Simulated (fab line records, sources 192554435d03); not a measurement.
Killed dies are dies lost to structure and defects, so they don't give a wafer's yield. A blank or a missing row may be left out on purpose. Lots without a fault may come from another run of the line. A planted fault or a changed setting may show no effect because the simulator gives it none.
Chamber matching | flow n5_finfet | N5_BEOL_M3_ETCHBACK_99 on rie_diel-05: 4 sister chambers
The step etches SiO2 in CHF3, target depth 5 nm, time 10.4 s. 4 wafers are shown with their chamber, then 8 later ones without.

WAFERS WITH THEIR CHAMBER
wafer  | chamber | showerhead_plenum_p_Torr (Torr)
L083.2 | 3       | 2.20
L085.3 | 1       | 2.14
L085.5 | 0       | 2.22
L090.1 | 2       | 2.06

WAFERS WITHOUT THEIR CHAMBER
wafer  | showerhead_plenum_p_Torr (Torr)
L090.3 | 2.13
L090.6 | 2.13
L092.2 | 2.19
L092.3 | 2.21
L092.6 | 2.19
L095.2 | 2.19
L095.4 | 2.13
L095.5 | 2.06

WHICH CHAMBER EACH WENT THROUGH
wafer  | from the rows above     | in truth
L090.3 | 1                       | 1
L090.6 | 1                       | 1
L092.2 | 3                       | 3
L092.3 | can't be placed: 3 or 0 | 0
L092.6 | 3                       | 3
L095.2 | 3                       | 3
L095.4 | 1                       | 1
L095.5 | 2                       | 2
Placed correctly: 7 of 8. Can't be placed from these rows: 1 (the true chamber is among the candidates in 1). Placed wrongly: 0.
How it was worked out, from the rows above alone: a wafer's distance from a chamber is the root of the sum, over the readings, of the square of ((its reading less the chamber's mean) divided by the reading's scatter). The wafer belongs to the nearest chamber; if the next one is less than 2 further off, it can't be placed. A chamber's mean is the mean of its shown wafers. The scatter: with one shown wafer a chamber, the root of the mean of the squares of how far each hidden wafer lies from its nearest shown one.
